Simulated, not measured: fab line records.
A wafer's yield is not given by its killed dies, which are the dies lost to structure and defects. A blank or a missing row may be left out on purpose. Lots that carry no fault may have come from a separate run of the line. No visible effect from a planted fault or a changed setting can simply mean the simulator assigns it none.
What tool caused it? :: flow nandHarc :: 30 wafers from 10 lots sampled at 3 of the route's 1159 steps

== WHAT THE GAUGES READ, wafer by wafer ==
NHARC_A_CHANNEL_HOLE_D1_CD_MEAS_10: target cd 100 nm.
lot: L580
measured: day 8 21:11
on: cdSem-02
cdNm (nm): 99.9 99.3 99.8

lot: L585
measured: day 10 10:12
on: cdSem-02
cdNm (nm): 99.7 99.5 99.6

lot: L591
measured: day 11 15:03
on: cdSem-01
cdNm (nm): 100.7 100.6 100.0

lot: L594
measured: day 12 09:56
on: cdSem-03
cdNm (nm): 102.9 102.5 103.0

lot: L593
measured: day 12 11:38
on: cdSem-03
cdNm (nm): 102.8 102.3 102.9

lot: L595
measured: day 12 11:29
on: cdSem-01
cdNm (nm): 99.9 100.1 100.7

lot: L596
measured: day 12 09:38
on: cdSem-01
cdNm (nm): 100.2 100.0 99.8

lot: L599
measured: day 13 07:41
on: cdSem-03
cdNm (nm): 100.1 99.9 99.5

lot: L600
measured: day 13 07:50
on: cdSem-03
cdNm (nm): 99.7 100.1 100.4

lot: L602
measured: day 13 16:32
on: cdSem-01
cdNm (nm): 100.7 100.6 100.2

== TOOL THAT RAN EACH LOT (tool first, then ch and the chambers of the sampled wafers, then the start) ==
lot: L580
NHARC_A_ZERO_WELL_DESCUM_12: rieDiel-12 ch 1,2, day 7 04:07
NHARC_A_CHANNEL_HOLE_D1_PEB_08: lithoTrack-04 ch 0, day 8 21:07

lot: L585
NHARC_A_ZERO_WELL_DESCUM_12: rieDiel-12 ch 1,2, day 8 03:20
NHARC_A_CHANNEL_HOLE_D1_PEB_08: lithoTrack-01 ch 0, day 10 10:07

lot: L591
NHARC_A_ZERO_WELL_DESCUM_12: rieDiel-02 ch 1,2, day 10 02:37
NHARC_A_CHANNEL_HOLE_D1_PEB_08: lithoTrack-04 ch 0, day 11 14:58

lot: L594
NHARC_A_ZERO_WELL_DESCUM_12: rieDiel-06 ch 0,1,2, day 10 14:43
NHARC_A_CHANNEL_HOLE_D1_PEB_08: lithoTrack-06 ch 0, day 12 09:51

lot: L593
NHARC_A_ZERO_WELL_DESCUM_12: rieDiel-02 ch 0,2, day 10 15:55
NHARC_A_CHANNEL_HOLE_D1_PEB_08: lithoTrack-06 ch 0, day 12 11:34

lot: L595
NHARC_A_ZERO_WELL_DESCUM_12: rieDiel-12 ch 1,3, day 10 16:29
NHARC_A_CHANNEL_HOLE_D1_PEB_08: lithoTrack-04 ch 0, day 12 11:25

lot: L596
NHARC_A_ZERO_WELL_DESCUM_12: rieDiel-12 ch 0,1,2, day 10 23:46
NHARC_A_CHANNEL_HOLE_D1_PEB_08: lithoTrack-04 ch 0, day 12 09:33

lot: L599
NHARC_A_ZERO_WELL_DESCUM_12: rieDiel-12 ch 0,2,3, day 11 17:20
NHARC_A_CHANNEL_HOLE_D1_PEB_08: lithoTrack-04 ch 0, day 13 07:36

lot: L600
NHARC_A_ZERO_WELL_DESCUM_12: rieDiel-02 ch 1,2,3, day 11 18:32
NHARC_A_CHANNEL_HOLE_D1_PEB_08: lithoTrack-04 ch 0, day 13 07:45

lot: L602
NHARC_A_ZERO_WELL_DESCUM_12: rieDiel-02 ch 0,1,2, day 12 00:59
NHARC_A_CHANNEL_HOLE_D1_PEB_08: lithoTrack-01 ch 0, day 13 16:27
- NHARC_A_ZERO_WELL_DESCUM_12: chemistry O2, time 3 s.
- NHARC_A_CHANNEL_HOLE_D1_PEB_08: peb time 65 s.

== THE ANSWER, worked out from the rows above alone ==
Rule: what is usual is taken from the lots themselves. The widest of any qualifying gaps counts: lots, ordered by their means at a reading, are off when they make up no more than a third of the lots, leave a main group of 4 or more, and stand apart from it by 3 or more times the standard deviation of that group's means. If all means in a main group match to the digits the tables above print for the reading, that group is not used. A lot without any number at a reading at which 4 lots or more have one is off too. The other lots that the step has rows for count as sound.
Off, at NHARC_A_CHANNEL_HOLE_D1_CD_MEAS_10 on cdNm: L594, L593. For the main group the mean is 100.0 nm and the standard deviation 0.31.
If a tool, at a process step before that reading, ran all the lots that are off and no sound lot after the first of them, it fits. Those tools and the gauges at NHARC_A_CHANNEL_HOLE_D1_CD_MEAS_10 are tried in the same way. One fits: NHARC_A_CHANNEL_HOLE_D1_PEB_08 on lithoTrack-06. It ran no sound lot before its first lot that is off in this sample, so the start can't be narrowed down.

== WHAT THE SIMULATOR HAD INSERTED ==
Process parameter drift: lithoTrack-06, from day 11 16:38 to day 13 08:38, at NHARC_A_CHANNEL_HOLE_D1_PEB_08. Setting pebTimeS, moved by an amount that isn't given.
Lots struck among those shown: L594, L593. Same finding as the rule above.
